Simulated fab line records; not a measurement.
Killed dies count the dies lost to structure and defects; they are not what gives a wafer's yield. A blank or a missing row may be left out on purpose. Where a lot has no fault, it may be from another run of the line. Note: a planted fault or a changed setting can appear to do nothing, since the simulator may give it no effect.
Matching of chambers || flow nand_harc || NHARC_A_BLC_ALD_23 on ald_metal-01: 4 sister chambers
The step deposits TiN, target thk 3 nm, pulse time 1 s, ald cycles 150. 4 wafers are shown with their chamber, then 8 later ones without.

== EACH WAFER AND ITS CHAMBER ==
{"wafer": "L075.1", "chamber": 1, "heater_power_w (W)": 1034}
{"wafer": "L085.6", "chamber": 3, "heater_power_w (W)": 1187}
{"wafer": "L088.4", "chamber": 0, "heater_power_w (W)": 1083}
{"wafer": "L089.3", "chamber": 2, "heater_power_w (W)": 936}

== WAFERS WITH NO CHAMBER GIVEN ==
{"wafer": "L089.4", "heater_power_w (W)": 1087}
{"wafer": "L089.5", "heater_power_w (W)": 1221}
{"wafer": "L093.1", "heater_power_w (W)": 1091}
{"wafer": "L093.2", "heater_power_w (W)": 937}
{"wafer": "L093.4", "heater_power_w (W)": 1222}
{"wafer": "L096.4", "heater_power_w (W)": 1245}
{"wafer": "L096.5", "heater_power_w (W)": 1064}
{"wafer": "L096.6", "heater_power_w (W)": 983}

== WHICH CHAMBER EACH WENT THROUGH ==
{"wafer": "L089.4", "from the rows above": "can't be placed: 0 or 1", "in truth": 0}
{"wafer": "L089.5", "from the rows above": 3, "in truth": 3}
{"wafer": "L093.1", "from the rows above": "can't be placed: 0 or 1", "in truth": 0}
{"wafer": "L093.2", "from the rows above": 2, "in truth": 2}
{"wafer": "L093.4", "from the rows above": 3, "in truth": 3}
{"wafer": "L096.4", "from the rows above": 3, "in truth": 3}
{"wafer": "L096.5", "from the rows above": "can't be placed: 0 or 1", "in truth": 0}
{"wafer": "L096.6", "from the rows above": "can't be placed: 2 or 1 or 0", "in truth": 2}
Placed correctly: 4 of 8. These rows do not allow placing 4 (true chamber among the candidates in 4). Placed wrongly: 0.
How it was worked out, from the rows above alone: a wafer's distance from a chamber is the root of the sum, over the readings, of the square of ((its reading less the chamber's mean) divided by the reading's scatter). The wafer belongs to the nearest chamber; if the next one is less than 2 further off, it can't be placed. A chamber's mean is the mean of its shown wafers. The scatter: with one shown wafer a chamber, the root of the mean of the squares of how far each hidden wafer lies from its nearest shown one.
